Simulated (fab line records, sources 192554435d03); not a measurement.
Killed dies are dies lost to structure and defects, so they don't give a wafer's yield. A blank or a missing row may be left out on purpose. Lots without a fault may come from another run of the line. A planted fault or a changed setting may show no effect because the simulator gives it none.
Chamber matching | flow n5_finfet | N5_BEOL_M3_PRE_CLEAN_60 on cvd_co-02: 3 sister chambers
The step time 15 s. 22 wafers are shown with their chamber, then 11 later ones without.

WAFERS WITH THEIR CHAMBER
wafer  | chamber | heater_power_w (W)
L075.2 | 0       | 91
L075.3 | 2       | 83
L075.4 | 1       | 51
L076.1 | 2       | 83
L076.3 | 1       | 52
L076.4 | 1       | 52
L077.2 | 2       | 83
L077.4 | 2       | 82
L077.5 | 0       | 89
L079.2 | 2       | 85
L079.3 | 0       | 89
L079.5 | 0       | 86
L080.1 | 0       | 87
L080.5 | 1       | 52
L080.6 | 2       | 84
L085.2 | 1       | 53
L085.5 | 0       | 87
L085.6 | 1       | 53
L086.1 | 0       | 90
L086.3 | 1       | 52
L086.4 | 0       | 91
L087.3 | 2       | 84

SIGNATURES (means of the wafers above)
reading        | chamber 0 | chamber 1 | chamber 2 | scatter within a chamber
heater_power_w | 88.75     | 52.14     | 83.43     | 1.34
Rule: a wafer's distance from a chamber is the root of the sum, over the readings, of the square of ((its reading less the chamber's mean) divided by the reading's scatter). The wafer belongs to the nearest chamber; if the next one is less than 2 further off, it can't be placed. The scatter: the root of (the sum of the squares of (reading less its chamber's mean) over the shown wafers, divided by (wafers less chambers)).

WAFERS WITHOUT THEIR CHAMBER
wafer  | heater_power_w (W)
L087.4 | 51
L087.6 | 85
L090.3 | 52
L090.5 | 87
L090.6 | 83
L091.1 | 89
L091.4 | 53
L091.5 | 84
L095.1 | 91
L095.5 | 84
L095.6 | 89

WHICH CHAMBER EACH WENT THROUGH
wafer  | from the rows above     | in truth
L087.4 | 1                       | 1
L087.6 | can't be placed: 2 or 0 | 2
L090.3 | 1                       | 1
L090.5 | can't be placed: 0 or 2 | 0
L090.6 | 2                       | 2
L091.1 | 0                       | 0
L091.4 | 1                       | 1
L091.5 | 2                       | 2
L095.1 | 0                       | 0
L095.5 | 2                       | 2
L095.6 | 0                       | 0
Placed correctly: 9 of 11. Can't be placed from these rows: 2 (the true chamber is among the candidates in 2). Placed wrongly: 0.
